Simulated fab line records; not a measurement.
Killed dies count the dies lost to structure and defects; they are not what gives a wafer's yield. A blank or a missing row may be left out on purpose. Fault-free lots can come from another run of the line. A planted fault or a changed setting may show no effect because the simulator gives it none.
fab line records -- flow n5_finfet
[record] lots = 14, wafers = 42, last_day = 18
route steps=1938 shown SDB@369 DUMMY_REMOVAL@381 HKMG_FIN@397
lots that met no fault: taken from a fault-free run of the same line
start_h: hours from the record's opening day to when the first of the lot's shown wafers began -- wait_h: hours elapsed since this lot's preceding step -- " as in the row above -- L1.1+2: a single row standing in for several wafers -- - either no value or no given start -- * or withheld: withheld -- < > ~ a bound
route shown NAME@n: NAME is a module with steps in the file, n the number in the route of the first one -- usual: mean/standard deviation taken from wafers without a fault -- same: alike in all rows -- chamber/n: place in a boat -- sites: per-site readings -- _std_site: standard deviation across them -- _edge_site: outer sites' mean less inner sites' -- radius_mm: how far each site lies from the wafer's centre -- mask NAME#n: copy n -- behind: tool/chamber where the wafer was last shaped -- hold: reason for holding the lot/hours on hold/outcome of the hold -- device: the n, p or np transistor that did not switch -- end of line: the tests these same wafers got at the end of their route -- a step without rows: its recipe alone -- killed: dies lost to structure and defects at the first sort, not the wafer's yield -- map: a wafer's dies, marking killed ones x, the rest . and places with no die _
set.NAME: the setting as run; set.NAME@STEP: as run at that earlier step -- model.NAME: the simulator's own value behind a step, which no gauge read
route steps across a sampled set of lots; one table per step, one row per wafer
services: when a tool's chamber went out of use (start_h, in hours from the record's first day, below 0 if earlier), for how many hours, and the reason
[[steps]]
[step N5_SDB_CUT_ETCH_26]
[recipe] chemistry = HBr/Cl2/O2, target = Si, target_depth_a = 1296, bt_time_s = 20, mask_material = SiNx, time_s = 51.8, ion_energy_ev = *, bias_w = *, pressure_mtorr = 10, icp_w = 800, HBr_flow_sccm = 150, Cl2_flow_sccm = 80, O2_flow_sccm = 12
[usual] chamber_pressure_mTorr = 10.001/0.01, drypump_motor_current_A = 5.6/0.48, oes_product_au = 0.995/0.014, throttle_valve_pct = 37.21/0.19
lot.wafer,tool,chamber,start_h,wait_h,chamber_pressure_mTorr,drypump_motor_current_A,oes_product_au,rf_hours_counter_h,throttle_valve_pct
L409.2,rie_si-05,1,71.38,0.1,9.997,5.9,1.005,87,37.26
L409.3,rie_si-05,3,71.38,0.1,9.995,5.7,0.989,163,37.24
L409.6,rie_si-05,2,71.38,0.1,10.001,5.4,0.967,-,37.18
L410.1,rie_si-05,3,76.91,0.1,10.009,5.7,0.980,163,37.24
L410.2,rie_si-05,1,76.91,0.1,10.018,5.9,1.011,87,37.26
L410.3,rie_si-05,0,76.91,0.1,9.992,4.9,1.001,7,37.08
L411.1,rie_si-06,1,79.89,0.1,10.001,4.7,0.998,132,37.11
L411.3,rie_si-06,3,79.89,0.1,9.997,5.6,1.014,2,37.73
L411.4,rie_si-06,0,79.89,0.1,9.993,6.2,0.991,16,37.01
L412.2,rie_si-06,0,84.69,0.1,10.004,6.2,0.987,16,36.99
L412.3,rie_si-06,2,84.69,0.1,10.013,6.1,1.005,81,37.26
L412.4,rie_si-06,1,84.69,0.1,9.998,4.7,1.006,132,37.11
L413.1,rie_si-05,0,91.14,0.1,9.992,4.9,1.008,7,37.06
L413.2,rie_si-05,3,91.14,0.1,10.011,5.7,0.978,163,37.25
L413.5,rie_si-05,2,91.14,0.1,9.985,5.4,0.956,-,37.18
L416.2,rie_si-03,0,107.52,0.1,9.974,6.2,0.990,128,37.26
L416.3,rie_si-03,2,107.52,0.1,9.997,5.7,0.982,123,36.95
L416.6,rie_si-03,1,107.52,0.1,10.017,5.4,1.014,-,37.16
L417.3,rie_si-06,2,114.07,0.1,10.001,6.1,1.000,82,37.27
L417.4,rie_si-06,0,114.07,0.1,10.003,6.2,0.989,17,37.00
L417.5,rie_si-06,1,114.07,0.1,9.991,4.7,1.001,-,37.12
L419.2,rie_si-06,1,131.96,0.1,10.000,4.7,1.001,133,37.11
L419.5,rie_si-06,2,131.96,0.1,9.996,6.1,0.994,-,37.26
L419.6,rie_si-06,1,131.96,0.1,9.991,4.7,1.004,-,37.10
L421.1,rie_si-05,0,138.30,0.1,10.006,4.9,1.007,8,37.07
L421.3,rie_si-05,1,138.30,0.1,9.992,5.9,1.011,88,37.26
L421.5,rie_si-05,2,138.30,0.1,9.991,5.4,0.962,-,37.18
L424.1,rie_si-03,2,158.42,0.1,10.006,5.7,0.987,124,36.94
L424.5,rie_si-03,0,158.42,0.1,9.987,6.2,0.990,-,37.26
L424.6,rie_si-03,1,158.42,0.1,10.000,5.4,1.015,-,37.17
L425.3,rie_si-05,0,161.96,0.1,10.000,4.9,0.997,8,37.06
L425.5,rie_si-05,0,161.96,0.1,9.988,4.9,0.996,-,37.07
L425.6,rie_si-05,1,161.96,0.1,9.992,5.9,1.009,-,37.25
L427.4,rie_si-06,3,178.83,0.0,9.988,5.6,1.005,4,37.73
L427.5,rie_si-06,1,178.83,0.0,10.009,4.7,0.998,-,37.10
L427.6,rie_si-06,2,178.83,0.0,10.012,6.1,1.000,-,37.26
L431.1,rie_si-06,3,199.87,0.1,9.997,5.6,1.014,4,37.74
L431.5,rie_si-06,2,199.87,0.1,10.020,6.1,1.000,-,37.27
L431.6,rie_si-06,3,199.87,0.1,9.983,5.6,1.002,-,37.72
L432.1,rie_si-06,2,202.58,0.1,10.010,6.1,1.000,84,37.28
L432.3,rie_si-06,0,202.58,0.1,9.986,6.2,0.990,19,37.00
L432.5,rie_si-06,2,202.58,0.1,10.003,6.1,0.995,-,37.28
[step N5_SDB_ALD_29]
[recipe] material = SiNx, target_thk_a = 300, temp_c = 400, ald_precursor_family = SiH2I2, ald_co_reactant = N2/H2-plasma, pulse_time_s = 1, ald_cycles = 600, purge_time_s = 2, co_reactant_purge_time_s = 2, pressure_torr = 2
[usual] heater_power_w = 860/110, precursor_pulse_height_rel = 0.999/0.02
lot.wafer,tool,chamber,start_h,wait_h,heater_power_w,precursor_pulse_height_rel
L409.2,ald_sin-03,2,72.12,0.6,870,0.986
L409.3,ald_sin-03,0,72.12,0.6,913,1.007
L409.6,ald_sin-03,3,73.47,1.9,885,0.972
L410.1,ald_sin-04,2,77.19,0.0,913,0.998
L410.2,ald_sin-04,3,77.19,0.0,723,0.980
L410.3,ald_sin-04,0,77.19,0.0,953,0.993
L411.1,ald_sin-01,0,80.10,0.0,997,1.037
L411.3,ald_sin-01,1,80.10,0.0,1003,1.021
L411.4,ald_sin-01,2,80.10,0.0,697,0.978
L412.2,ald_sin-04,0,84.87,0.0,976,1.012
L412.3,ald_sin-04,2,84.87,0.0,931,0.987
L412.4,ald_sin-04,3,84.87,0.0,723,1.004
L413.1,ald_sin-04,2,91.34,0.0,940,0.962
L413.2,ald_sin-04,0,91.34,0.0,977,1.023
L413.5,ald_sin-04,3,92.69,1.4,721,0.964
L416.2,ald_sin-04,2,107.71,0.0,939,0.989
L416.3,ald_sin-04,3,107.71,0.0,736,1.001
L416.6,ald_sin-04,2,109.06,1.4,920,1.009
L417.3,ald_sin-04,2,114.25,0.0,912,1.003
L417.4,ald_sin-04,1,115.60,1.4,715,1.019
L417.5,ald_sin-04,3,115.60,1.4,717,1.036
L419.2,ald_sin-01,2,132.14,0.0,704,1.014
L419.5,ald_sin-01,3,133.49,1.4,754,1.021
L419.6,ald_sin-01,0,133.49,1.4,974,0.991
L421.1,ald_sin-01,1,138.48,0.0,1009,1.032
L421.3,ald_sin-01,3,138.48,0.0,766,0.985
L421.5,ald_sin-01,1,139.83,1.4,1030,1.016
L424.1,ald_sin-03,3,158.60,0.0,860,1.019
L424.5,ald_sin-03,1,159.96,1.4,873,0.980
L424.6,ald_sin-03,2,159.96,1.4,906,1.001
L425.3,ald_sin-01,1,162.14,0.0,1013,1.013
L425.5,ald_sin-01,3,163.50,1.4,754,0.996
L425.6,ald_sin-01,2,163.50,1.4,720,1.007
L427.4,ald_sin-03,0,179.02,0.0,886,1.007
L427.5,ald_sin-03,1,180.37,1.4,876,0.997
L427.6,ald_sin-03,2,180.37,1.4,897,0.991
L431.1,ald_sin-03,0,200.05,0.0,894,0.981
L431.5,ald_sin-03,0,201.40,1.4,868,0.990
L431.6,ald_sin-03,3,201.40,1.4,834,0.972
L432.1,ald_sin-01,3,202.77,0.0,751,0.991
L432.3,ald_sin-01,2,202.77,0.0,731,1.024
L432.5,ald_sin-01,0,204.12,1.4,1001,1.015
[step N5_DUMMY_REMOVAL_INSPECT_06]
[recipe] inspect_instrument = brightfield, mode = aei
[usual] raw_defect_count = 12/5.6
lot.wafer,tool,chamber,start_h,wait_h,raw_defect_count
L409.2,defect_inspect-02,-,75.42,0.0,10
L409.3,defect_inspect-02,-,75.42,0.0,13
L409.6,defect_inspect-02,-,75.42,0.0,12
L410.1,defect_inspect-01,-,80.48,0.0,9
L410.2,defect_inspect-01,-,80.48,0.0,8
L410.3,defect_inspect-01,-,80.48,0.0,4
L411.1,defect_inspect-02,-,83.39,0.0,9
L411.3,defect_inspect-02,-,83.39,0.0,15
L411.4,defect_inspect-02,-,83.39,0.0,18
L412.2,defect_inspect-02,-,88.30,0.0,8
L412.3,defect_inspect-02,-,88.30,0.0,9
L412.4,defect_inspect-02,-,88.30,0.0,5
L413.1,defect_inspect-01,-,94.62,0.0,10
L413.2,defect_inspect-01,-,94.62,0.0,10
L413.5,defect_inspect-01,-,94.62,0.0,12
L416.2,defect_inspect-02,-,111.00,0.0,10
L416.3,defect_inspect-02,-,111.00,0.0,12
L416.6,defect_inspect-02,-,111.00,0.0,10
L417.3,defect_inspect-02,-,117.68,0.0,13
L417.4,defect_inspect-02,-,117.68,0.0,9
L417.5,defect_inspect-02,-,117.68,0.0,15
L419.2,defect_inspect-02,-,135.43,0.0,14
L419.5,defect_inspect-02,-,135.43,0.0,32
L419.6,defect_inspect-02,-,135.43,0.0,16
L421.1,defect_inspect-02,-,141.77,0.0,17
L421.3,defect_inspect-02,-,141.77,0.0,20
L421.5,defect_inspect-02,-,141.77,0.0,17
L424.1,defect_inspect-02,-,161.92,0.0,22
L424.5,defect_inspect-02,-,161.92,0.0,8
L424.6,defect_inspect-02,-,161.92,0.0,25
L425.3,defect_inspect-01,-,165.43,0.0,12
L425.5,defect_inspect-01,-,165.43,0.0,14
L425.6,defect_inspect-01,-,165.43,0.0,9
L427.4,defect_inspect-02,-,182.46,0.0,21
L427.5,defect_inspect-02,-,182.46,0.0,21
L427.6,defect_inspect-02,-,182.46,0.0,20
L431.1,defect_inspect-01,-,203.54,0.0,13
L431.5,defect_inspect-01,-,203.54,0.0,7
L431.6,defect_inspect-01,-,203.54,0.0,10
L432.1,defect_inspect-02,-,206.06,0.0,11
L432.3,defect_inspect-02,-,206.06,0.0,9
L432.5,defect_inspect-02,-,206.06,0.0,14
[step N5_HKMG_FIN_DEVELOP_48]
[recipe] develop_time_s = 30, developer = TMAH, resist = CAR-ArF, rinse_liquid = diw, dry = air_spin, dev_temp_c = 23
[usual] chill_plate_temp_C = 23.00/0.093, develop_time_s = 30/0, developer_temp_C = 23.03/0.12
lot.wafer,tool,chamber,start_h,wait_h,chill_plate_temp_C,develop_time_s,developer_temp_C
L409.2,litho_track-04,0,76.70,-,22.82,30,23.03
L409.3,litho_track-04,0,76.70,-,22.94,30,22.94
L409.6,litho_track-04,0,76.70,-,23.03,30,22.97
L410.1,litho_track-04,0,81.60,-,23.08,30,22.88
L410.2,litho_track-04,0,81.60,-,23.08,30,22.90
L410.3,litho_track-04,0,81.60,-,22.95,30,22.70
L411.1,litho_track-05,0,84.64,-,22.93,30,23.10
L411.3,litho_track-05,0,84.64,-,23.04,30,23.02
L411.4,litho_track-05,0,84.64,-,23.15,30,23.11
L412.2,litho_track-03,0,89.42,-,23.05,30,23.08
L412.3,litho_track-03,0,89.42,-,23.10,30,23.04
L412.4,litho_track-03,0,89.42,-,23.06,30,22.93
L413.1,litho_track-03,0,95.88,-,23.07,30,22.97
L413.2,litho_track-03,0,95.88,-,23.04,30,23.05
L413.5,litho_track-03,0,95.88,-,22.94,30,23.03
L416.2,litho_track-04,0,112.25,-,23.18,30,23.26
L416.3,litho_track-04,0,112.25,-,22.99,30,23.13
L416.6,litho_track-04,0,112.25,-,22.95,30,23.23
L417.3,litho_track-04,0,119.17,-,23.00,30,23.10
L417.4,litho_track-04,0,119.17,-,23.01,30,22.99
L417.5,litho_track-04,0,119.17,-,22.98,30,22.91
L419.2,litho_track-05,0,136.56,-,22.80,30,23.10
L419.5,litho_track-05,0,136.56,-,22.94,30,23.08
L419.6,litho_track-05,0,136.56,-,22.97,30,23.12
L421.1,litho_track-04,0,143.05,-,22.98,30,22.94
L421.3,litho_track-04,0,143.05,-,22.97,30,23.04
L421.5,litho_track-04,0,143.05,-,23.17,30,23.13
L424.1,litho_track-05,-,163.22,-,-,-,-
L424.5,litho_track-05,-,163.22,-,-,-,-
L424.6,litho_track-05,-,163.22,-,-,-,-
L425.3,litho_track-03,-,166.55,-,-,-,-
L425.5,litho_track-03,-,166.55,-,-,-,-
L425.6,litho_track-03,-,166.55,-,-,-,-
L427.4,litho_track-05,0,183.77,-,22.93,30,22.92
L427.5,litho_track-05,0,183.77,-,22.93,30,23.11
L427.6,litho_track-05,0,183.77,-,22.99,30,23.06
L431.1,litho_track-05,0,204.90,-,23.04,30,23.02
L431.5,litho_track-05,0,204.90,-,22.92,30,23.03
L431.6,litho_track-05,0,204.90,-,23.08,30,23.08
L432.1,litho_track-04,0,207.30,-,22.86,30,22.97
L432.3,litho_track-04,0,207.30,-,22.90,30,22.99
L432.5,litho_track-04,0,207.30,-,22.86,30,23.02
[[services]]
tool,chamber,start_h,hours,kind
ald_sin-04,-,66.64,0.6,repair
ald_sin-04,1,74.43,3.5,repair
ald_sin-03,-,85.25,14.0,pm
ald_sin-03,0,85.25,14.0,vent_cycle
ald_sin-03,1,85.25,14.0,vent_cycle
ald_sin-03,2,85.25,14.0,vent_cycle
ald_sin-03,3,85.25,14.0,vent_cycle
rie_si-06,2,92.58,2.7,repair
ald_sin-03,0,99.25,-,clean
ald_sin-03,1,99.25,-,clean
ald_sin-03,3,101.40,10.0,repair
ald_sin-03,0,108.39,8.2,repair
rie_si-05,3,127.80,16.1,repair
rie_si-05,2,153.96,3.4,repair
ald_sin-04,-,176.75,14.0,pm
ald_sin-04,0,176.75,14.0,vent_cycle
ald_sin-04,1,176.75,14.0,vent_cycle
ald_sin-04,2,176.75,14.0,vent_cycle
ald_sin-04,3,176.75,14.0,vent_cycle
ald_sin-04,0,190.75,-,clean
ald_sin-04,1,190.75,-,clean
ald_sin-04,2,190.75,-,clean
ald_sin-04,3,190.75,-,clean
ald_sin-04,1,190.95,2.4,repair
[[key]]
[first_sign] step = N5_HKMG_FIN_DEVELOP_48, reading = tool_record, direction = missing
effect none on later readings
met_at N5_HKMG_FIN_DEVELOP_48
struck_lots L424,L425
later_rows_left_out L424.1,L424.5,L424.6,L425.3,L425.5,L425.6
sort_left_out L424.1,L424.5,L424.6,L425.3,L425.5,L425.6
not_acting_at N5_SDB_CUT_ETCH_26,N5_SDB_ALD_29,N5_DUMMY_REMOVAL_INSPECT_06
onset_between 136.56 163.22
[fault] kind = skipped_step_whole, tool = litho_track-03,litho_track-05, chamber = -, onset_h = 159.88, steps = N5_HKMG_FIN_DEVELOP_48, scope = struck_lots_only
// sort_left_out: the simulated sort isn't trusted on such a fault, so these wafers' sort isn't shown, and their yield isn't known
// later_rows_left_out: the simulator's readings of these wafers behind a module that went badly wrong aren't trusted and aren't shown, but for the sort
